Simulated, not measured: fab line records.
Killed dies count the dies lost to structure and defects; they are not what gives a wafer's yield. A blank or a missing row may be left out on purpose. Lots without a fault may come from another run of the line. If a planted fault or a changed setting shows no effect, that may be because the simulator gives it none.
fab line records | flow nandHarc
[record] lots = 6 | wafers = 18 | lastDay = 23
route steps=1159 shown A_CONTACT@872 END@1159
lots that met no fault: taken from a fault-free run of the same line
startH: start of the lot's first displayed wafer, in hours after the record's first day | waitH: time in hours since the lot's previous step | " same as the row above | L1.1+2: a row that stands for several wafers | - no value present, or no start provided | * or withheld: withheld | < > ~ a bound
route shown NAME@n: NAME is a module with steps in the file, n the number in the route of the first one | usual: mean/standard deviation taken from wafers without a fault | same: alike in all rows | chamber/n: place in a boat | sites: each site's reading | _std_site: the standard deviation of these | _edge_site: the outer-site mean with the inner-site mean subtracted | radiusMm: how far each site lies from the wafer's centre | mask NAME#n: copy n | behind: the last tool/chamber to shape the wafer | hold: why the lot was held/for how many hours/how that ended | device: the transistor (n, p or np) that didn't switch | end of line: tests of these same wafers at the route's end | a step without rows: its recipe alone | killed: dies lost to structure and defects at the first sort, not the wafer's yield | map: a wafer's dies, x killed, . not, _ none there
set.NAME: the setting the step ran with; set.NAME@STEP: the setting that earlier step ran with | model.NAME: the simulator's own value behind a step, which no gauge read
a table for each step, a row for each wafer; lots at some steps of the route
services: when a tool's chamber went out of use (startH, in hours from the record's first day, below 0 if earlier), for how many hours, and the reason
[[steps]]
[step NHARC_A_CONTACT_ETCH_121]
[recipe] sourceW = withheld | pressureMtorr = 20 | biasV = 3000 | timeS = 94 | targetDepthA = 9220 | arFlowSccm = withheld | c4f8FlowSccm = withheld | o2FlowSccm = withheld | chemistry = C4F8/O2/Ar
lot.wafer | tool          | chamber | startH | waitH | rfHoursCounterH
L703.2    | harCapEtch-01 | 0       | 380.97 | 0.1   | 53
L703.3    | "             | 0       | "      | "     | -
L703.5    | "             | 0       | "      | "     | -
L700.2    | harCapEtch-03 | 1       | 381.44 | 0.1   | 86
L700.1    | "             | 0       | "      | "     | 86
L700.4    | "             | 0       | "      | "     | -
L701.1    | harCapEtch-03 | 1       | 386.66 | 0.1   | 88
L701.3    | "             | 0       | "      | "     | -
L701.6    | "             | 1       | "      | "     | -
L704.2    | harCapEtch-02 | 1       | 391.36 | 0.1   | 12
L704.3    | "             | 1       | "      | "     | -
L704.5    | "             | 0       | "      | "     | -
L714.2    | harCapEtch-02 | 1       | 465.60 | 0.1   | 23
L714.1    | "             | 0       | "      | "     | 23
L714.5    | "             | 1       | "      | "     | -
L715.1    | harCapEtch-01 | 0       | 470.38 | 0.1   | 68
L715.3    | "             | 1       | "      | "     | -
L715.6    | "             | 0       | "      | "     | -
[step NHARC_A_CONTACT_ETCH_122]
[recipe] sourceW = withheld | pressureMtorr = 20 | biasV = 3000 | timeS = 95 | targetDepthA = 9300 | arFlowSccm = withheld | c4f8FlowSccm = withheld | o2FlowSccm = withheld | chemistry = C4F8/O2/Ar
[step NHARC_A_CONTACT_ETCH_123]
[recipe] sourceW = withheld | pressureMtorr = 20 | biasV = 400 | timeS = 253 | targetDepthA = 10900 | arFlowSccm = withheld | c4f8FlowSccm = 11.5 | o2FlowSccm = 7.2 | chemistry = C4F8/O2/Ar
[step NHARC_A_CONTACT_ETCH_90]
[recipe] targetDepthA = 400 | overEtchFrac = 0.5 | timeS = 85.7 | ionEnergyEv = 120 | ch3fFlowSccm = 50 | o2FlowSccm = 30 | arFlowSccm = 200 | rfW = 500 | biasW = 100 | chemistry = CH3F/O2
[step NHARC_A_CONTACT_ETCH_96]
[recipe] targetDepthA = 200 | overEtchFrac = 0.5 | timeS = 10 | ionEnergyEv = 250 | c4f6FlowSccm = 25 | o2FlowSccm = 20 | arFlowSccm = 500 | rfW = 600 | biasW = 500 | chemistry = C4F6/O2
[usual] drypumpMotorCurrentA = 5.9/0.54 | mfcArSccm = 500.1/1.5 | oesProductAu = 0.971/0.024 | rfVppV = 548.1/2.7 | showerheadPlenumPTorr = 3.98/0.13 | throttleValvePct = 26.902/0.0087
lot.wafer | tool       | chamber | startH | waitH | drypumpMotorCurrentA | mfcArSccm | oesProductAu | rfHoursCounterH | rfVppV | showerheadPlenumPTorr | throttleValvePct
L703.2    | rieDiel-05 | 2       | 381.92 | 0.1   | 5.5                  | 499.2     | 0.963        | 10              | 546.7  | 3.96                  | 26.899
L703.3    | "          | 0       | "      | "     | 5.6                  | 502.5     | 0.960        | 12              | 543.1  | 3.75                  | 26.904
L703.5    | "          | 0       | "      | "     | 5.6                  | 499.6     | 0.949        | -               | 542.5  | 3.75                  | 26.900
L700.2    | rieDiel-05 | 2       | 382.40 | 0.1   | 5.5                  | 498.8     | 0.968        | 11              | 547.4  | 3.96                  | 26.906
L700.1    | "          | 0       | "      | "     | 5.6                  | 498.5     | 0.975        | 12              | 544.4  | 3.75                  | 26.903
L700.4    | "          | 1       | "      | "     | 5.7                  | 499.3     | 0.959        | -               | 550.3  | 3.99                  | 26.904
L701.1    | rieDiel-07 | 1       | -      | -     | 6.1                  | 498.7     | 0.952        | 31              | 549.0  | 4.03                  | 26.905
L701.3    | "          | 2       | "      | "     | 6.8                  | 497.9     | 0.958        | 29              | 550.7  | 4.08                  | 26.907
L701.6    | "          | 1       | "      | "     | 6.1                  | 499.6     | 0.949        | -               | 548.6  | 4.03                  | 26.903
L704.2    | rieDiel-07 | 3       | -      | -     | 5.0                  | 498.3     | 0.973        | 30              | 551.2  | 4.15                  | 26.912
L704.3    | "          | 2       | "      | "     | 6.8                  | 498.2     | 0.969        | 31              | 550.4  | 4.08                  | 26.900
L704.5    | "          | 0       | "      | "     | 6.0                  | 500.4     | 0.944        | -               | 546.3  | 3.89                  | 26.908
L714.2    | rieDiel-07 | 0       | -      | -     | 6.1                  | 500.4     | 1.005        | 9               | 546.6  | 3.88                  | 26.895
L714.1    | "          | 3       | "      | "     | 5.0                  | 499.1     | 1.006        | 7               | 550.6  | 4.15                  | 26.891
L714.5    | "          | 1       | "      | "     | 6.1                  | 502.8     | 0.985        | -               | 550.8  | 4.02                  | 26.891
L715.1    | rieDiel-11 | 2       | -      | -     | 6.0                  | 500.5     | 0.950        | 34              | 543.7  | 3.71                  | 26.910
L715.3    | "          | 0       | "      | "     | 6.2                  | 498.7     | 0.973        | 32              | 543.2  | 3.72                  | 26.894
L715.6    | "          | 1       | "      | "     | 5.7                  | 498.0     | 0.946        | -               | 542.7  | 3.67                  | 26.902
[step NHARC_A_CONTACT_CD_MEAS_53]
[usual] cdNm = 189.6/0.84
lot.wafer | tool     | chamber | startH | waitH | cdNm
L703.2    | cdSem-03 | -       | 382.01 | -     | 190.1
L703.3    | "        | -       | "      | "     | 189.0
L703.5    | "        | -       | "      | "     | 189.1
L700.1    | cdSem-03 | -       | 382.48 | -     | 189.4
L700.2    | "        | -       | "      | "     | 189.7
L700.4    | "        | -       | "      | "     | 189.0
L701.1    | cdSem-02 | -       | 387.64 | -     | 190.3
L701.3    | "        | -       | "      | "     | 189.8
L701.6    | "        | -       | "      | "     | 190.2
L704.2    | cdSem-02 | -       | 392.39 | -     | 188.8
L704.3    | "        | -       | "      | "     | 189.2
L704.5    | "        | -       | "      | "     | 187.8
L714.1    | cdSem-01 | -       | 466.59 | -     | 189.7
L714.2    | "        | -       | "      | "     | 189.8
L714.5    | "        | -       | "      | "     | 190.3
L715.1    | cdSem-01 | -       | 471.40 | -     | 188.5
L715.3    | "        | -       | "      | "     | 189.3
L715.6    | "        | -       | "      | "     | 189.2
[step NHARC_A_CONTACT_STRIP_99]
[recipe] n2FlowSccm = 150 | h2FlowSccm = 150 | arFlowSccm = 0 | biasW = 0 | chemistry = N2/H2
[step NHARC_A_CONTACT_STRIP_100]
[recipe] cf4FlowSccm = 100 | chf3FlowSccm = 30 | arFlowSccm = 0 | biasW = 0 | chemistry = CF4/CHF3
[step NHARC_A_CONTACT_STRIP_101]
[recipe] o2FlowSccm = 400 | cosFlowSccm = 20 | arFlowSccm = 0 | biasW = 0 | chemistry = O2/COS
[step NHARC_A_CONTACT_ETCH_102]
[recipe] targetDepthA = 700 | overetchA = 70 | timeS = 38.5 | ionEnergyEv = 100 | cf4FlowSccm = 80 | o2FlowSccm = 20 | arFlowSccm = 0 | rfW = 300 | biasW = 100 | chemistry = CF4/O2
[step NHARC_A_CONTACT_STRIP_55]
[recipe] o2FlowSccm = 500 | arFlowSccm = 0 | biasW = 0 | chemistry = O2
[usual] drypumpMotorCurrentA = 5.9/0.52 | mfcArSccm = 0.014/0.014 | oesProductAu = 1.001/0.0094 | rfVppV = 57.9/0.87 | showerheadPlenumPTorr = 3.57/0.12 | throttleValvePct = 17.038/0.0087
lot.wafer | tool       | chamber | startH | waitH | drypumpMotorCurrentA | mfcArSccm | oesProductAu | rfHoursCounterH | rfVppV | showerheadPlenumPTorr | throttleValvePct
L703.2    | rieDiel-05 | 2       | -      | -     | 5.5                  | 0         | 1.007        | 11              | 57.9   | 3.56                  | 17.028
L703.3    | "          | 0       | "      | "     | 5.6                  | 0         | 1.006        | 12              | 57.0   | 3.37                  | 17.033
L703.5    | "          | 2       | "      | "     | 5.5                  | 0         | 1.006        | -               | 57.0   | 3.56                  | 17.035
L700.4    | rieDiel-07 | 3       | -      | -     | 5.0                  | 0.016     | 1.012        | 27              | 58.5   | 3.74                  | 17.033
L700.1    | "          | 0       | "      | "     | 6.0                  | 0.036     | 0.991        | 29              | 57.7   | 3.49                  | 17.033
L700.2    | "          | 1       | "      | "     | 6.1                  | 0.014     | 1.009        | 30              | 56.8   | 3.63                  | 17.035
L701.3    | rieDiel-07 | 0       | -      | -     | 6.0                  | 0.036     | 0.990        | 30              | 58.8   | 3.49                  | 17.038
L701.1    | "          | 2       | "      | "     | 6.8                  | 0         | 1.020        | 29              | 57.6   | 3.67                  | 17.021
L701.6    | "          | 3       | "      | "     | 5.0                  | 0.016     | 1.010        | -               | 59.1   | 3.74                  | 17.037
L704.2    | rieDiel-05 | 2       | -      | -     | 5.5                  | 0         | 0.991        | 14              | 59.8   | 3.56                  | 17.039
L704.3    | "          | 0       | "      | "     | 5.6                  | 0         | 1.004        | 16              | 56.2   | 3.37                  | 17.043
L704.5    | "          | 0       | "      | "     | 5.6                  | 0         | 1.004        | -               | 57.8   | 3.37                  | 17.036
L714.1    | rieDiel-07 | 3       | -      | -     | 5.0                  | 0.016     | 1.003        | 7               | 56.7   | 3.74                  | 17.036
L714.2    | "          | 0       | "      | "     | 6.1                  | 0.036     | 1.009        | 9               | 57.3   | 3.49                  | 17.049
L714.5    | "          | 1       | "      | "     | 6.1                  | 0.014     | 0.992        | -               | 59.3   | 3.62                  | 17.026
L715.3    | rieDiel-07 | 2       | -      | -     | 6.8                  | 0         | 1.004        | 13              | 58.5   | 3.66                  | 17.034
L715.1    | "          | 3       | "      | "     | 5.0                  | 0.016     | 1.007        | 8               | 58.5   | 3.73                  | 17.025
L715.6    | "          | 2       | "      | "     | 6.8                  | 0         | 1.015        | -               | 58.7   | 3.66                  | 17.042
[step NHARC_A_CONTACT_STRIP_56]
[recipe] timeS = 600 | tempC = 30 | chemistry = postEtchResidueRemover
[step NHARC_A_CONTACT_DEP_57]
[recipe] targetThkA = 28000 | tempC = 400 | material = aC
[usual] throttleValvePct = 35.000/0.0095
lot.wafer | tool      | chamber | startH | waitH | throttleValvePct
L703.2    | aclDep-03 | 0       | 383.41 | -     | 34.998
L703.3    | "         | 0       | "      | "     | 34.998
L703.5    | "         | 0       | "      | "     | 35.011
L700.1    | aclDep-01 | 0       | 383.42 | -     | 34.993
L700.2    | "         | 0       | "      | "     | 34.993
L700.4    | "         | 0       | "      | "     | 34.989
L701.1    | aclDep-01 | 0       | 388.64 | -     | 34.997
L701.3    | "         | 0       | "      | "     | 34.997
L701.6    | "         | 0       | "      | "     | 35.000
L704.2    | aclDep-01 | 0       | 393.99 | -     | 34.989
L704.3    | "         | 0       | "      | "     | 35.000
L704.5    | "         | 0       | "      | "     | 34.990
L714.1    | aclDep-02 | 0       | 467.54 | -     | 34.995
L714.2    | "         | 0       | "      | "     | 34.996
L714.5    | "         | 0       | "      | "     | 34.994
L715.1    | aclDep-02 | 0       | 473.10 | -     | 34.988
L715.3    | "         | 0       | "      | "     | 34.989
L715.6    | "         | 0       | "      | "     | 35.008
[step NHARC_A_CONTACT_DEP_58]
[recipe] targetThkA = 600 | targetThkNm = 60 | tempC = 400 | pressureTorr = 3.5 | flowSccm = 200 | rfW = 350 | material = SiON
[usual] heaterPowerW = 731/74
lot.wafer | tool     | chamber | startH | waitH | heaterPowerW
L703.3    | pecvd-03 | 2       | 385.10 | 1.1   | 659
L703.2    | "        | 0       | "      | "     | 761
L703.5    | "        | 0       | "      | "     | 760
L700.1    | pecvd-01 | 2       | 385.18 | 1.5   | 788
L700.2    | "        | 1       | "      | "     | 817
L700.4    | "        | 0       | "      | "     | 807
L701.3    | pecvd-02 | 2       | 390.74 | 1.2   | 844
L701.1    | "        | 0       | "      | "     | 726
L701.6    | "        | 1       | "      | "     | 826
L704.3    | pecvd-02 | 0       | 395.44 | 0.9   | 722
L704.2    | "        | 1       | "      | "     | 697
L704.5    | "        | 0       | "      | "     | 733
L714.1    | pecvd-02 | 0       | 469.29 | 1.5   | 693
L714.2    | "        | 2       | "      | "     | 826
L714.5    | "        | 2       | "      | "     | 847
L715.3    | pecvd-02 | 1       | 474.84 | 0.9   | 714
L715.1    | "        | 2       | "      | "     | 876
L715.6    | "        | 2       | "      | "     | 873
[step NHARC_A_CONTACT_DEHYDRATE_59]
[recipe] tempC = 150 | timeS = 120
[step NHARC_A_CONTACT_HMDS_60]
[recipe] timeS = 30
[step NHARC_A_CONTACT_COAT_61]
[recipe] tempC = 260 | timeS = 75
[step NHARC_A_CONTACT_COAT_62]
[recipe] tempC = 225 | timeS = 65
[step NHARC_A_CONTACT_COAT_63]
[recipe] spinRpm = 1500 | resistThkNm = 90
[step NHARC_A_CONTACT_SOFTBAKE_64]
[recipe] tempC = 105 | timeS = 55
[step NHARC_A_CONTACT_EBR_65]
[step NHARC_A_CONTACT_EXPOSE_66]
[recipe] na = 1.35 | sigmaOuter = 0.8 | doseMj = 59.02 | maskId = A_CC_2
[step NHARC_A_CONTACT_PEB_67]
[recipe] pebTempC = 100 | pebTimeS = 65
[step NHARC_A_CONTACT_DEVELOP_68]
[recipe] developTimeS = 35 | devTempC = 23
[step NHARC_A_CONTACT_CD_MEAS_69]
[recipe] targetCdNm = 200 | landingEnergyEv = 500
[usual] cdNm = 200.3/0.5
lot.wafer | tool     | chamber | startH | waitH | cdNm
L703.2    | cdSem-01 | 0       | 385.82 | -     | 200.6
L703.3    | "        | 0       | "      | "     | 200.4
L703.5    | "        | 0       | "      | "     | 200.0
L700.1    | cdSem-01 | 0       | 385.97 | -     | 199.8
L700.2    | "        | 0       | "      | "     | 199.1
L700.4    | "        | 0       | "      | "     | 199.5
L701.1    | cdSem-01 | 0       | 391.44 | -     | 201.3
L701.3    | "        | 0       | "      | "     | 200.3
L701.6    | "        | 0       | "      | "     | 200.6
L704.2    | cdSem-02 | 0       | 396.14 | -     | 200.5
L704.3    | "        | 0       | "      | "     | 200.1
L704.5    | "        | 0       | "      | "     | 200.9
L714.1    | cdSem-03 | 0       | 470.01 | -     | 200.5
L714.2    | "        | 0       | "      | "     | 199.7
L714.5    | "        | 0       | "      | "     | 199.6
L715.1    | cdSem-02 | 0       | 475.58 | -     | 200.3
L715.3    | "        | 0       | "      | "     | 200.3
L715.6    | "        | 0       | "      | "     | 200.6
[step NHARC_A_CONTACT_OVL_MEAS_70]
[usual] overlayXNm = 0.1/0.68 | overlayYNm = 0.0/0.71
lot.wafer | tool       | chamber | startH | waitH | overlayXNm | overlayYNm
L703.2    | overlay-02 | -       | 385.90 | -     | 0.3        | -0.9
L703.3    | "          | -       | "      | "     | 0.8        | -0.6
L703.5    | "          | -       | "      | "     | 0.1        | -0.5
L700.1    | overlay-01 | -       | 386.06 | -     | 1.3        | 0.3
L700.2    | "          | -       | "      | "     | 1.3        | -0.2
L700.4    | "          | -       | "      | "     | 1.7        | 0.3
L701.1    | overlay-02 | -       | 391.53 | -     | 0.5        | -0.2
L701.3    | "          | -       | "      | "     | 0.6        | 0.1
L701.6    | "          | -       | "      | "     | 1.0        | -0.4
L704.2    | overlay-01 | -       | 396.23 | -     | -0.3       | 0.6
L704.3    | "          | -       | "      | "     | -0.7       | 0.7
L704.5    | "          | -       | "      | "     | 0.0        | 0.2
L714.1    | overlay-02 | -       | 470.10 | -     | -0.2       | 0.9
L714.2    | "          | -       | "      | "     | -0.4       | 1.3
L714.5    | "          | -       | "      | "     | -0.4       | 0.7
L715.1    | overlay-01 | -       | 475.67 | -     | 0.2        | 0.7
L715.3    | "          | -       | "      | "     | 0.2        | 0.1
L715.6    | "          | -       | "      | "     | 0.2        | 0.2
[step NHARC_A_CONTACT_INSPECT_71]
[usual] rawDefectCount = 28/13
lot.wafer | tool             | chamber | startH | waitH | rawDefectCount
L703.2    | defectInspect-02 | -       | 385.94 | 0.0   | 32
L703.3    | "                | -       | "      | "     | 38
L703.5    | "                | -       | "      | "     | 33
L700.1    | defectInspect-01 | -       | 386.09 | 0.0   | 19
L700.2    | "                | -       | "      | "     | 15
L700.4    | "                | -       | "      | "     | 16
L701.1    | defectInspect-02 | -       | 391.56 | 0.0   | 518
L701.3    | "                | -       | "      | "     | 472
L701.6    | "                | -       | "      | "     | 510
L704.2    | defectInspect-02 | -       | 396.29 | 0.1   | 467
L704.3    | "                | -       | "      | "     | 485
L704.5    | "                | -       | "      | "     | 470
L714.1    | defectInspect-02 | -       | 470.13 | 0.0   | 28
L714.2    | "                | -       | "      | "     | 39
L714.5    | "                | -       | "      | "     | 24
L715.1    | defectInspect-02 | -       | 475.70 | 0.0   | 57
L715.3    | "                | -       | "      | "     | 58
L715.6    | "                | -       | "      | "     | 65
[step NHARC_A_CONTACT_DESCUM_74]
[recipe] timeS = 3 | o2FlowSccm = 200 | arFlowSccm = 0 | biasPowerW = 0 | chemistry = O2
[usual] drypumpMotorCurrentA = 5.9/0.52 | mfcArSccm = 0.014/0.013 | oesProductAu = 1.001/0.0081 | rfVppV = 58.0/0.91 | showerheadPlenumPTorr = 1.94/0.074 | throttleValvePct = 11.311/0.0083
lot.wafer | tool       | chamber | startH | waitH | drypumpMotorCurrentA | mfcArSccm | oesProductAu | rfHoursCounterH | rfVppV | showerheadPlenumPTorr | throttleValvePct
L703.2    | rieDiel-05 | 0       | 386.00 | 0.1   | 5.6                  | 0         | 1.006        | 12              | 57.5   | 1.82                  | 11.314
L703.3    | "          | 2       | "      | "     | 5.5                  | 0         | 0.987        | 11              | 57.7   | 1.93                  | 11.306
L703.5    | "          | 0       | "      | "     | 5.6                  | 0         | 1.001        | -               | 59.2   | 1.82                  | 11.302
L700.2    | rieDiel-05 | 0       | 386.16 | 0.1   | 5.6                  | 0         | 0.999        | 12              | 57.2   | 1.82                  | 11.308
L700.1    | "          | 2       | "      | "     | 5.5                  | 0         | 1.008        | 11              | 57.8   | 1.93                  | 11.298
L700.4    | "          | 2       | "      | "     | 5.5                  | 0         | 0.998        | -               | 58.2   | 1.93                  | 11.313
L701.3    | rieDiel-11 | 2       | 391.70 | 0.1   | 6.0                  | 0.011     | 1.005        | 4               | 56.7   | 1.81                  | 11.310
L701.1    | "          | 3       | "      | "     | 5.4                  | 0         | 0.997        | 4               | 58.4   | 1.99                  | 11.318
L701.6    | "          | 1       | "      | "     | 5.6                  | 0.010     | 1.004        | -               | 57.3   | 1.79                  | 11.315
L704.3    | rieDiel-05 | 0       | 396.38 | 0.1   | 5.6                  | 0         | 1.006        | 18              | 56.9   | 1.82                  | 11.310
L704.2    | "          | 1       | "      | "     | 5.7                  | 0.034     | 0.991        | 16              | 58.1   | 1.95                  | 11.308
L704.5    | "          | 3       | "      | "     | 5.5                  | 0.030     | 1.001        | -               | 58.1   | 1.98                  | 11.310
L714.2    | rieDiel-07 | 1       | 470.19 | 0.1   | 6.1                  | 0.014     | 0.996        | 11              | 58.8   | 1.97                  | 11.317
L714.1    | "          | 0       | "      | "     | 6.0                  | 0.036     | 1.002        | 10              | 57.8   | 1.89                  | 11.297
L714.5    | "          | 1       | "      | "     | 6.1                  | 0.014     | 0.983        | -               | 59.4   | 1.97                  | 11.306
L715.3    | rieDiel-05 | 2       | 475.77 | 0.1   | 5.5                  | 0         | 0.999        | 48              | 57.7   | 1.92                  | 11.326
L715.1    | "          | 1       | "      | "     | 5.7                  | 0.034     | 0.995        | 46              | 59.0   | 1.94                  | 11.300
L715.6    | "          | 2       | "      | "     | 5.5                  | 0         | 1.004        | -               | 57.5   | 1.92                  | 11.319
[step NHARC_END_SORT_01]
[recipe] tempC = 25
[usual] killedAtArray = 29/11 | killedAtOther = 0.7/1.1 | killedAtPeriphery = 3.1/2 | killedDies = 33/11 | killedOpen = 3.5/1.8 | killedShort = 2.0/1.4
[same] grossDies = 677
lot.wafer | tool      | chamber | startH | waitH | killedAtArray | killedAtOther | killedAtPeriphery | killedDies | killedOpen | killedShort
L701.1    | prober-02 | 0       | 484.00 | 2.5   | 108           | 1             | 0                 | 109        | 3          | 2
L701.3    | prober-02 | 0       | 485.62 | 3.1   | 120           | 0             | 3                 | 123        | 7          | 3
L701.6    | prober-02 | 0       | 488.05 | 4.0   | 115           | 0             | 5                 | 120        | 4          | 3
L704.2    | prober-01 | 0       | 488.80 | 2.8   | 95            | 1             | 6                 | 102        | 4          | 3
L704.3    | prober-01 | 0       | 489.60 | 3.1   | 97            | 1             | 9                 | 107        | 4          | 3
L704.5    | prober-01 | 0       | 491.20 | 3.7   | 85            | 2             | 3                 | 90         | 2          | 2
// killed by level:class
L701.1 A_CONTACT:unspecified=86 A_CHANNEL_HOLE_D1:chamberFilmFlake=7 A_SLIT:chamberFilmFlake=7 A_CONTACT:chamberFilmFlake=2 A_ONON_D1:geometricParticle:open=1 A_CHANNEL_FILL_D1:geometricParticle:open=1 A_SGD_CUT:geometricParticle:short=1 A_M0:geometricParticle:open=1
L701.3 A_CONTACT:unspecified=85 A_CHANNEL_HOLE_D1:chamberFilmFlake=11 A_SLIT:chamberFilmFlake=9 A_CONTACT:chamberFilmFlake=5 A_CONTACT:geometricParticle:open=3 P_STI:chamberFilmFlake=2 P_M0:geometricParticle:short=1 A_ONON_D1:geometricParticle:open=1
L701.6 A_CONTACT:unspecified=83 A_CHANNEL_HOLE_D1:chamberFilmFlake=15 A_SLIT:chamberFilmFlake=8 P_M0:geometricParticle:short=2 A_CONTACT:geometricParticle:open=2 P_STI:chamberFilmFlake=2 A_CONTACT:chamberFilmFlake=2 A_CHANNEL_HOLE_D1:geometricParticle:open=1
L704.2 A_CONTACT:unspecified=80 A_CHANNEL_HOLE_D1:chamberFilmFlake=9 A_STAIRCASE:chamberFilmFlake=4 P_M0:geometricParticle:open=2 P_STI:geometricParticle:open=1 P_CONTACT:geometricParticle:open=1 A_WL_FILL:geometricParticle:short=1 A_M1:geometricParticle:short=1
L704.3 A_CONTACT:unspecified=84 A_CHANNEL_HOLE_D1:chamberFilmFlake=6 P_BONDPAD:chamberFilmFlake=5 P_GATE:geometricParticle:open=2 A_WL_FILL:geometricParticle:short=2 A_STAIRCASE:chamberFilmFlake=2 P_CONTACT:geometricParticle:short=1 P_CONTACT:geometricParticle:open=1
L704.5 A_CONTACT:unspecified=78 A_CHANNEL_HOLE_D1:chamberFilmFlake=2 A_STAIRCASE:chamberFilmFlake=2 A_CONTACT:chamberFilmFlake=2 THIN_TSV:chamberFilmFlake=2 P_CONTACT:geometricParticle:open=1 P_M0:geometricParticle:short=1 P_M0:geometricParticle:open=1
// map L701.3 (x killed, . not)
____________x____________
_________..x...._________
_______.xx..x....._______
______.xxxxxxx....x______
_____x.xxxxxxx......_____
____.xxxxxxxx......xx____
____..xxxxxxxxx....x.____
___..xxxxxxxxxx..x...x___
___..xxxxxxxxx..x.xx..___
__...xxxxxxxx......x...__
__.....xxxxxxx.........__
_...x.x.xxxx.x.........._
_.....xxxxxx............_
_...x.xxxxx............._
_..x..x.xx...........x.._
_....xx...xx..........x._
.........................
....x.....x..............
......x..................
.........................
.........................
_......................._
_......................._
_...x..................._
_...x..................._
_....x...x.............._
__....x................__
__................x....__
___.................x.___
___......x............___
____.x...............____
____.................____
_____..............._____
______.............______
_______..........._______
_________....x.._________
____________.____________
// map L704.3 (x killed, . not)
____________.____________
_________...x..._________
_______xxxx.x....._______
______.xxxx.x......______
_____..xxxxx........_____
____..xxxxxxx.....xx.____
____.xxxxxxxxx....x..____
___x.xxxxxxxxx....x...___
___.x.xxxxxxxx........___
__....xxxxxxxxx.....x.x__
__..xxxxxxxxx..........__
_.....xxxxxxx.x........._
_....xxxxxxx............_
_....x..xx.............._
_......................._
_........x.............._
.........................
.........................
..................x......
.......................x.
......x..................
_......................._
_..x.....x.............._
_......x................_
_......x................_
_....x.............x...._
__.....................__
__......x..............__
___...................___
___...................___
____.................____
____.................____
_____....x.......x.._____
______.............______
_______..........._______
_________x......_________
____________.____________
[[services]]
tool          | chamber | startH | hours | kind
rieDiel-07    | 0       | 360.33 | -     | clean
rieDiel-07    | 1       | 360.33 | -     | clean
rieDiel-07    | 2       | 360.33 | -     | clean
rieDiel-07    | 3       | 360.33 | -     | clean
rieDiel-11    | -       | 367.18 | 9.0   | pm
harCapEtch-02 | -       | 368.54 | 2.2   | repair
rieDiel-05    | 0       | 374.27 | -     | clean
rieDiel-05    | 1       | 374.27 | -     | clean
rieDiel-05    | 2       | 374.27 | -     | clean
rieDiel-05    | 3       | 374.27 | -     | clean
pecvd-02      | -       | 380.20 | 1.2   | repair
rieDiel-05    | 3       | 381.74 | 12.5  | repair
rieDiel-07    | 0       | 384.89 | -     | clean
rieDiel-07    | 1       | 384.89 | -     | clean
rieDiel-07    | -       | 405.62 | 9.0   | pm
aclDep-03     | -       | 407.47 | 13.0  | pm
pecvd-01      | -       | 418.13 | 13.0  | pm
rieDiel-05    | 1       | 423.83 | 4.1   | repair
rieDiel-11    | 1       | 427.98 | 3.9   | repair
rieDiel-07    | 3       | 440.93 | 18.8  | repair
pecvd-01      | -       | 451.43 | 0.3   | repair
rieDiel-11    | 0       | 458.10 | 3.9   | repair
pecvd-03      | -       | 473.22 | 13.0  | pm
aclDep-01     | -       | 474.42 | 13.0  | pm
[[key]]
[firstSign] step = NHARC_A_CONTACT_INSPECT_71 | reading = rawDefectCount | direction = up | sigmas = 37 | usual = 28 | struck = 487
[effect] step = NHARC_END_SORT_01 | reading = killedDies | direction = up | sigmas = 7.1 | usual = 33 | struck = 108
[moreKillsBornAt] NHARC_A_CONTACT_DEP_57@aclDep-01 = 496
metAt NHARC_A_CONTACT_DEP_57
struckWafers L701.1,L701.3,L701.6,L704.2,L704.3,L704.5
testerLeftOut L701,L704
onsetBetween 383.42 388.64
[fault] kind = chamberParticleSource | tool = aclDep-01 | chamber = - | onsetH = 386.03 | steps = NHARC_A_CONTACT_DEP_57 | ratePerVisitCm2 = 0.72858 | endH = 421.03
// testerLeftOut: of these lots the tester's yield and bins aren't shown, on N5 and GAA mostly nor the transistor test; their killed dies are dies lost to structure and defects alone, not to doping, threshold or leakage, so they don't give the yield
